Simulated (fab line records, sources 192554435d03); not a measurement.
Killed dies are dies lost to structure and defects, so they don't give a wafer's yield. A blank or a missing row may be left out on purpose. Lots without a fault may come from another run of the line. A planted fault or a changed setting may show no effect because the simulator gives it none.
Which tool did it? | flow n5_finfet | 10 lots, 28 wafers sampled, at 5 steps of a route of 1938

WHAT THE GAUGES READ, wafer by wafer
N5_MOL_CONTACT_COAG_CD_MEAS_84: target cd 25.1 nm. Usual: cd_nm 25.09 nm, standard deviation 0.25.
lot  | measured     | on        | cd_nm (nm)        | flag
L848 | day 5 15:06  | cd_sem-03 | 24.91 25.18 25.36 |
L852 | day 6 11:49  | cd_sem-01 | 25.09 25.16       |
L853 | day 6 21:41  | cd_sem-02 | 25.16 25.34       |
L854 | day 7 05:04  | cd_sem-01 | 25.21 24.82 24.82 |
L863 | day 9 08:40  | cd_sem-01 | 25.07 25.42 25.33 |
L864 | day 9 17:45  | cd_sem-01 | 24.95 25.12 25.24 |
L865 | day 9 23:22  | cd_sem-01 | 24.96 24.96 25.07 |
L866 | day 10 05:27 | cd_sem-01 | 25.06 25.09 24.85 |
L867 | day 10 07:03 | cd_sem-01 | 25.10 24.78 24.49 |
L869 | day 10 20:36 | cd_sem-01 | 24.61 24.74 25.01 |

N5_BEOL_M4_RC_MEAS_101. Usual: DIBL_N 36.3 mV/V, standard deviation 1.4; DIBL_P 36.2 mV/V, standard deviation 1.5; IOFF_N 0.160 nA/um, standard deviation 0.021; IOFF_P 0.211 nA/um, standard deviation 0.027; ION_N 676 uA/um, standard deviation 7.7; ION_P 463 uA/um, standard deviation 5.5; SS_N 71.4 mV/dec, standard deviation 0.57; SS_P 73.3 mV/dec, standard deviation 0.58; VT_N 249.3 mV, standard deviation 2.5; VT_P -250.1 mV, standard deviation 2.6.
lot  | measured     | on        | DIBL_N (mV/V)  | DIBL_P (mV/V)  | IOFF_N (nA/um)    | IOFF_P (nA/um)    | ION_N (uA/um) | ION_P (uA/um) | SS_N (mV/dec)  | SS_P (mV/dec)  | VT_N (mV)         | VT_P (mV)            | flag
L848 | day 8 18:29  | prober-01 | 34.7 35.4 35.9 | 35.4 35.5 36.0 | 0.147 0.154 0.162 | 0.193 0.193 0.212 | 674 673 676   | 461 457 463   | 70.8 71.6 71.6 | 72.1 73.2 72.9 | 249.7 250.8 249.0 | -250.8 -250.3 -249.7 |
L852 | day 9 13:14  | prober-01 | 38.2 37.8      | 37.4 35.5      | 0.152 0.137       | 0.229 0.201       | 673 674       | 469 461       | 71.0 71.8      | 73.6 73.1      | 249.7 253.1       | -249.4 -250.7        |
L853 | day 9 22:24  | prober-01 | 36.5 35.9      | 34.9 34.0      | 0.147 0.139       | 0.196 0.198       | 670 677       | 467 469       | 71.1 70.9      | 72.8 72.5      | 248.7 249.1       | -246.6 -248.9        |
L854 | day 10 01:46 | prober-01 | 35.9 35.3 35.4 | 37.6 36.3 35.6 | 0.178 0.157 0.154 | 0.229 0.213 0.201 | 687 672 679   | 463 461 461   | 71.1 70.7 70.4 | 73.7 73.3 73.0 | 248.4 251.2 248.0 | -251.9 -250.3 -248.6 |
L863 | day 12 01:40 | prober-02 | 36.1 36.1 35.0 | 35.1 34.6 33.8 | 0.162 0.162 0.150 | 0.204 0.194 0.184 | 672 681 680   | 465 463 463   | 71.2 71.5 70.9 | 72.9 73.4 72.8 | 248.7 248.9 250.5 | -249.9 -252.3 -251.6 |
L864 | day 12 19:37 | prober-02 | 35.0 35.2 38.0 | 34.3 34.6 37.7 | 0.146 0.144 0.191 | 0.194 0.202 0.251 | 679 667 679   | 467 462 467   | 70.6 70.2 70.8 | 72.6 72.6 73.4 | 249.2 249.8 243.9 | -249.9 -249.2 -248.9 |
L865 | day 12 12:07 | prober-02 | 35.1 35.0 34.2 | 33.6 34.5 33.2 | 0.140 0.153 0.135 | 0.178 0.185 0.174 | 667 680 668   | 459 460 455   | 70.2 71.4 70.4 | 72.8 73.0 72.7 | 251.3 246.7 249.4 | -250.3 -255.1 -253.7 |
L866 | day 13 08:55 | prober-02 | 36.2 33.3 35.4 | 37.0 34.4 36.0 | 0.155 0.112 0.134 | 0.210 0.168 0.185 | 681 667 676   | 465 460 465   | 71.0 70.5 71.1 | 72.6 72.3 72.1 | 248.7 252.3 250.8 | -248.2 -251.6 -252.4 |
L867 | day 13 12:47 | prober-01 | 36.7 34.1 34.5 | 38.9 35.2 36.2 | 0.172 0.128 0.141 | 0.245 0.191 0.199 | 678 662 671   | 468 462 461   | 71.2 70.9 70.6 | 73.8 72.5 73.5 | 248.6 250.9 251.8 | -249.6 -248.4 -251.2 |
L869 | day 14 01:29 | prober-01 | 36.2 35.2 37.5 | 36.6 34.4 37.0 | 0.155 0.125 0.157 | 0.221 0.181 0.228 | 673 660 673   | 465 451 460   | 71.6 70.8 71.8 | 74.1 73.0 74.3 | 250.7 253.3 250.6 | -249.9 -250.6 -249.8 |

WHICH TOOL RAN EACH LOT (tool, then ch and the chambers of the sampled wafers, then the start)
lot  | N5_MOL_CONTACT_COAG_ALD_27        | N5_MOL_CONTACT_COAG_ALD_123       | N5_MOL_CONTACT_COAG_ETCH_47
L848 | ald_sin-04 ch 0,1,2, day 5 12:21  | ald_sin-03 ch 1,2, day 5 14:15    | rie_diel-06 ch 1,2,3, day 5 15:51
L852 | ald_sin-04 ch 1,3, day 6 08:35    | ald_sin-02 ch 1,2, day 6 10:51    | rie_diel-06 ch 0, day 6 12:40
L853 | ald_sin-03 ch 2,3, day 6 18:49    | ald_sin-02 ch 0,3, day 6 20:43    | rie_diel-06 ch 0,3, day 6 22:23
L854 | ald_sin-03 ch 0,2,3, day 7 02:13  | ald_sin-04 ch 0,3, day 7 04:07    | rie_diel-06 ch 0,2,3, day 7 06:08
L863 | ald_sin-02 ch 0,1,3, day 9 05:52  | ald_sin-02 ch 0,1,3, day 9 07:49  | rie_diel-05 ch 1,2,3, day 9 09:23
L864 | ald_sin-03 ch 0,2,3, day 9 14:52  | ald_sin-03 ch 0,1,2, day 9 16:46  | rie_diel-05 ch 0,1, day 9 18:50
L865 | ald_sin-02 ch 0,2, day 9 20:37    | ald_sin-02 ch 0,1,3, day 9 22:31  | rie_diel-06 ch 1,2,3, day 10 00:04
L866 | ald_sin-04 ch 0,2,3, day 10 02:14 | ald_sin-03 ch 1,2,3, day 10 04:28 | rie_diel-06 ch 1,2,3, day 10 06:09
L867 | ald_sin-04 ch 0,2,3, day 10 04:11 | ald_sin-04 ch 0,1,2, day 10 06:05 | rie_diel-06 ch 0,2,3, day 10 07:52
L869 | ald_sin-03 ch 0,1,2, day 10 17:43 | ald_sin-02 ch 0,3, day 10 19:38   | rie_diel-04 ch 2,3, day 10 21:23
- N5_MOL_CONTACT_COAG_ALD_27: deposits SiOC, target thk 17 nm, pulse time 1.5 s, time 2720 s.
- N5_MOL_CONTACT_COAG_ALD_123: deposits SiNx, target thk 5 nm, pulse time 1 s, purge time 2 s.
- N5_MOL_CONTACT_COAG_ETCH_47: etches SiNx in CH3F/O2, stops on W, target depth 27 nm.

WHAT THE TOOLS THEMSELVES READ (means of the sampled wafers that have a number; where no wafer has one, the mark that the record gives instead)
N5_MOL_CONTACT_COAG_ALD_27. Usual: heater_power_w 840 W, standard deviation 83; precursor_pulse_height_rel 0.999, standard deviation 0.018.
lot  | tool       | heater_power_w (W) | precursor_pulse_height_rel | flag
L848 | ald_sin-04 | 914                | 1.002                      |
L852 | ald_sin-04 | 853                | 1.012                      |
L853 | ald_sin-03 | 705                | 0.985                      |
L854 | ald_sin-03 | 762                | 1.004                      |
L863 | ald_sin-02 | 818                | 0.974                      |
L864 | ald_sin-03 | 760                | 0.999                      |
L865 | ald_sin-02 | 763                | 1.010                      |
L866 | ald_sin-04 | 840                | 0.991                      |
L867 | ald_sin-04 | 845                | 1.011                      |
L869 | ald_sin-03 | 772                | 0.986                      |

N5_MOL_CONTACT_COAG_ALD_123. Usual: heater_power_w 804 W, standard deviation 82; precursor_pulse_height_rel 0.998, standard deviation 0.021.
lot  | tool       | heater_power_w (W) | precursor_pulse_height_rel | flag
L848 | ald_sin-03 | 755                | 0.983                      |
L852 | ald_sin-02 | 831                | 0.987                      |
L853 | ald_sin-02 | 836                | 1.011                      |
L854 | ald_sin-04 | 791                | 1.007                      |
L863 | ald_sin-02 | 828                | 0.983                      |
L864 | ald_sin-03 | 786                | 1.013                      |
L865 | ald_sin-02 | 832                | 0.989                      |
L866 | ald_sin-03 | 747                | 0.992                      |
L867 | ald_sin-04 | 904                | 1.001                      |
L869 | ald_sin-02 | 794                | 0.994                      |

N5_MOL_CONTACT_COAG_ETCH_47. Usual: drypump_motor_current_A 5.9 A, standard deviation 0.42; etch_rf_on_time_s 31.1 s, standard deviation 0.45; oes_product_au 0.71 a.u., standard deviation 0.079; rf_vpp_V 297.9 V, standard deviation 2.8; showerhead_plenum_p_Torr 2.01 Torr, standard deviation 0.075; throttle_valve_pct 16.21 %, standard deviation 0.21.
lot  | tool        | drypump_motor_current_A (A) | etch_rf_on_time_s (s) | oes_product_au (a.u.) | rf_vpp_V (V) | showerhead_plenum_p_Torr (Torr) | throttle_valve_pct (%) | flag
L848 | rie_diel-06 | 6.2                         | 31.3                  | 0.71                  | 296.6        | 1.98                            | 16.19                  |
L852 | rie_diel-06 | 5.9                         | 41.1                  | 0.59                  | 294.2        | 2.00                            | 16.16                  | OFF
L853 | rie_diel-06 | 6.2                         | 40.9                  | 0.57                  | 295.1        | 1.94                            | 16.12                  | OFF
L854 | rie_diel-06 | 6.0                         | 37.4                  | 0.61                  | 294.8        | 1.94                            | 16.19                  | OFF
L863 | rie_diel-05 | 5.8                         | 31.3                  | 0.68                  | 299.3        | 2.03                            | 16.16                  |
L864 | rie_diel-05 | 5.2                         | 30.8                  | 0.75                  | 298.2        | 2.12                            | 16.25                  |
L865 | rie_diel-06 | 6.2                         | 31.6                  | 0.67                  | 296.7        | 1.97                            | 16.26                  |
L866 | rie_diel-06 | 6.2                         | 31.2                  | 0.68                  | 295.9        | 1.97                            | 16.27                  |
L867 | rie_diel-06 | 6.0                         | 31.7                  | 0.63                  | 294.5        | 1.93                            | 16.26                  |
L869 | rie_diel-04 | 5.7                         | 30.3                  | 0.77                  | 299.7        | 2.03                            | 16.16                  |

THE ANSWER, worked out from the rows above alone
Rule: a lot is off if the mean of its wafers that have a number lies more than 3 standard deviations from the usual mean. A lot without any number at a reading at which 4 lots or more have one is off too. The other lots that the step has rows for count as sound. The gauges are gone through in route order, then the tools' own readings, and for those a lot's mean is taken as printed above. The first step at which some lot is off is used, and at that step the reading that is off furthest; a lot without a number counts as furthest.
Off: L852, L853, L854, at N5_MOL_CONTACT_COAG_ETCH_47 (etch_rf_on_time_s).
A tool fits if, at that step or a process step before it, it ran every lot that is off, and no sound lot after the first of them. None of those tried fits.

WHAT THE SIMULATOR HAD PUT IN
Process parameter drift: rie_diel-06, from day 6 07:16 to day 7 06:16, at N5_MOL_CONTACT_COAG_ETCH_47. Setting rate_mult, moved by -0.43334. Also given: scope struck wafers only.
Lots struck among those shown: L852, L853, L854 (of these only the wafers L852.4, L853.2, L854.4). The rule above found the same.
